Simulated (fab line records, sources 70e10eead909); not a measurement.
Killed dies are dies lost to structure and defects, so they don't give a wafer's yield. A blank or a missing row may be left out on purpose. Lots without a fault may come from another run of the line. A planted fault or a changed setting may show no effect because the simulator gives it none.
A struck lot beside a sound one | flow nand_harc | 17 steps out of a route of 1159
Sound: wafers L240.3, L240.4, L240.5. Struck: wafers L252.3, L252.4, L252.5. The cause comes at the end.
At each step with rows: each side's tool, then ch and its chambers, then its first start. Under that, the readings that differ: sound wafers | struck wafers | difference of the means | sigmas: that difference in standard deviations of wafers without a fault.
alike: readings whose means differ by less than 2 such deviations, and words and numbers that are the same on both sides. not compared: withheld readings, readings that some wafer has no value for, bounds like >300 that may hide the same value, and numbers for which the record gives no deviation and whose values overlap.
The two part at a step that has a row with sigmas, a row that says differs or no value, or rows on one side only. Numbers that don't overlap but have no deviation are shown without sigmas and don't part them. A reading that every wafer of one side lacks parts them only if that side has two wafers or more.

NHARC_P_ZERO_WELL_CD_MEAS_37: target cd 720 nm.
  sound on cd_sem-02 ch 0, day 1 22:10; struck on cd_sem-02 ch 0, day 4 22:07
  alike: cd_nm
then, 1 step without rows for these wafers: NHARC_P_ZERO_WELL_HARDBAKE_38 (time 80 s).
NHARC_P_ZERO_WELL_DESCUM_39: chemistry O2, time 3 s.
  sound on rie_diel-03 ch 0,1,2, day 1 22:20; struck on rie_diel-12 ch 0,2,3, day 4 22:17
  alike: drypump_motor_current_A, oes_product_au, rf_vpp_V, showerhead_plenum_p_Torr, throttle_valve_pct
  not compared: rf_hours_counter_h
then, 9 steps without rows for these wafers: NHARC_P_ZERO_WELL_IMPLANT_40; NHARC_P_ZERO_WELL_IMPLANT_59; NHARC_P_ZERO_WELL_IMPLANT_60; NHARC_P_ZERO_WELL_STRIP_41 (strips in SPM, time 840 s); NHARC_P_ZERO_WELL_DEHYDRATE_44 (time 120 s); NHARC_P_ZERO_WELL_HMDS_45 (time 30 s); NHARC_P_ZERO_WELL_COAT_46; NHARC_P_ZERO_WELL_SOFTBAKE_47 (time 95 s); NHARC_P_ZERO_WELL_EBR_48.
NHARC_P_ZERO_WELL_EXPOSE_49: exposes mask P HVPW, target cd 2000 nm.
  sound on krf_scanner-03 ch 0, day 1 23:32; struck on krf_scanner-02 ch 0, day 4 23:37
  reading | sound                      | struck                              | difference | sigmas
  mask    | P_HVPW#0 P_HVPW#0 P_HVPW#0 | P_HVPW_R1#0 P_HVPW_R1#0 P_HVPW_R1#0 | differs    |
then, 2 steps without rows for these wafers: NHARC_P_ZERO_WELL_PEB_50 (peb time 85 s); NHARC_P_ZERO_WELL_DEVELOP_51 (time 70 s).
NHARC_P_ZERO_WELL_CD_MEAS_52: target cd 2000 nm.
  sound on cd_sem-02 ch 0, day 1 23:41; struck on cd_sem-01 ch 0
  reading    | sound                | struck               | difference | sigmas
  cd_nm (nm) | 2001.0 2002.3 2000.0 | 1885.5 1884.2 1885.9 | -115.9     | -77
  not compared: hold
then, 1 step without rows for these wafers: NHARC_END_SORT_01.

WHERE THEY PART
First at NHARC_P_ZERO_WELL_EXPOSE_49; last, within this record, at NHARC_P_ZERO_WELL_CD_MEAS_52.

WHY: what the simulator had put in
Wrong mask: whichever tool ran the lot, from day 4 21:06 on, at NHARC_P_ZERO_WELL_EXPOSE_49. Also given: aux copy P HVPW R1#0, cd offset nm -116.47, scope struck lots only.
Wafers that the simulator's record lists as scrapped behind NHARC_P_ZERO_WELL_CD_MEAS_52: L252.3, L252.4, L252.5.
